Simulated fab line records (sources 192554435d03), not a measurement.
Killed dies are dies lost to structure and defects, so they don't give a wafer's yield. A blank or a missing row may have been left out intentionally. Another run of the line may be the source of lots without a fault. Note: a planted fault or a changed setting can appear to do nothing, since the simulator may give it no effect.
Problem report, 8D (eight disciplines) form, completed by code -- flow n5-finfet -- the parts of the form that need people (team, actions taken, sign-off) are left out

## 1. THE ISSUE
Mean RS_NWELL at N5_BEOL_M4_RC_MEAS_101: 825 ohm/sq over 9 wafers in 3 lots; fault-free wafers: 1035 ohm/sq, standard deviation 6.5. Measured from the usual mean, that is -32 standard deviations.
Seen first at day 9 07:29 on prober-01, wafer L269.1. Wafers with a number at this step in the record: 29, from 10 lots. The rule behind "out" and "out of limits": a value lying over 4 standard deviations away from the usual mean. Any other wafer with a number is counted as sound.

## 2. WHAT IT IS; WHAT IT IS NOT
question,is,is not
which readings at this step,RS_NWELL,"IOFF_N, IOFF_P, ION_N, SS_N, VT_N, VT_P"
which lots,"L269, L271, L272","L266, L279, L282, L284, L285, L286, L288"
which wafers of those lots,all that have a number,-
read on which gauges,"prober-01, prober-02",-
when,from day 9 07:29,"up to then (3 sound wafers); but 17 sound wafers of L279, L282, L284, L285, L286, L288 came after"

## 3. SUSPECTS, AND WHAT RULES EACH OUT
Counting: a tool at a process step up to the reading stays a suspect if it ran every lot that is out and no sound lot after the first of them.
- the gauge at N5_BEOL_M4_RC_MEAS_101 is ruled out. The wafers that are out were read on 2 gauges (prober-01, prober-02).
- implanter-01 at N5_WELL_APT_IMPLANT_14: ruled out as a lasting fault. The sound lots L282, L284, L286, L288 went through it after L269, its earliest lot that is out (day 2 07:56).
Left after counting: nothing in the record.

## 4. THE CAUSE (what the simulator had put in)
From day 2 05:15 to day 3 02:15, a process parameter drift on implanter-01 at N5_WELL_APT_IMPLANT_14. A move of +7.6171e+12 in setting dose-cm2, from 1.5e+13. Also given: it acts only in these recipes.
It was ruled out by counting, in error; the rule expects a fault to strike all lots run on its tool from its start on, and this fault did not.

## 5. THE CHAIN OF EFFECTS, in route order
One row per reading whose mean, taken over the struck wafers that have a number, lies over 3 standard deviations from the usual. Scope: only readings with a usual standard deviation given in the record; hours: median across lots of the time from each lot's start at the first step in this table that gives one to its start at this step; sigmas: change in usual standard deviations.
hours,step,reading,usual,on struck wafers,change,sigmas
0,N5_WELL_APT_IMPLANT_14,dose-ions-cm2,1.4998e+13,2.2623e+13,+7.6247e+12,+99 or more
0,N5_WELL_APT_IMPLANT_14,faraday-current-uA,190,285,+95,+27
168,N5_BEOL_M4_RC_MEAS_101,RS_NWELL,1035 ohm/sq,825,-210,-32
It contains these process steps:
- N5_WELL_APT_IMPLANT_14

## 6. WHAT WOULD HAVE CAUGHT IT SOONER
The first out-of-limits reading at a measuring or inspecting step in this record came at day 9 07:29, 170 hours after the fault's start at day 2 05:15.
The tool's own readings at N5_WELL_APT_IMPLANT_14 were out on every struck wafer that the step has a row for (dose-ions-cm2, faraday-current-uA): an alarm limit on them would have fired on the first of those.
